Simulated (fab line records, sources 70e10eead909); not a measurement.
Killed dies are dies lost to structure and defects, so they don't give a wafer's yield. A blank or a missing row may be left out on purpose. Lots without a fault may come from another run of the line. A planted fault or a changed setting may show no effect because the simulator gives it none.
Chamber matching | flow nand_harc | NHARC_A_WL_FILL_CMP_12 on cmp-01: 4 sister chambers
The step polishes, t overpolish 30 s, target thk 100 nm. 8 wafers are shown with their chamber, then 7 later ones without.

WAFERS WITH THEIR CHAMBER
wafer  | chamber | motor_current_A (A) | time_to_endpoint_s (s)
L990.2 | 3       | 11.6                | 19.6
L990.4 | 1       | 11.8                | 22.7
L990.6 | 3       | 11.9                | 19.3
L999.4 | 2       | 10.3                | 20.2
L999.5 | 0       | 10.6                | 18.8
L999.6 | 1       | 11.3                | 19.6
L100.2 | 2       | 10.9                | 15.1
L100.3 | 0       | 10.5                | 18.1

WAFERS WITHOUT THEIR CHAMBER
wafer  | motor_current_A (A) | time_to_endpoint_s (s)
L100.6 | 12.1                | 19.6
L102.3 | 10.9                | 16.5
L102.4 | 11.7                | 16.1
L102.6 | 10.8                | 18.5
L101.3 | 11.7                | 16.9
L101.4 | 11.2                | 18.0
L101.5 | 11.4                | 18.7

WHICH CHAMBER EACH WENT THROUGH
wafer  | from the rows above               | in truth
L100.6 | can't be placed: 3 or 1           | 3
L102.3 | can't be placed: 2 or 0 or 1      | 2
L102.4 | can't be placed: 3 or 1           | 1
L102.6 | can't be placed: 2 or 0           | 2
L101.3 | can't be placed: 3 or 1           | 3
L101.4 | can't be placed: 1 or 3 or 2 or 0 | 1
L101.5 | can't be placed: 3 or 1 or 2 or 0 | 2
Placed correctly: 0 of 7. Can't be placed from these rows: 7 (the true chamber is among the candidates in 7). Placed wrongly: 0.
How it was worked out, from the rows above alone: a wafer's distance from a chamber is the root of the sum, over the readings, of the square of ((its reading less the chamber's mean) divided by the reading's scatter). The wafer belongs to the nearest chamber; if the next one is less than 2 further off, it can't be placed. A chamber's mean is the mean of its shown wafers. The scatter: the root of (the sum of the squares of (reading less its chamber's mean) over the shown wafers, divided by (wafers less chambers)).
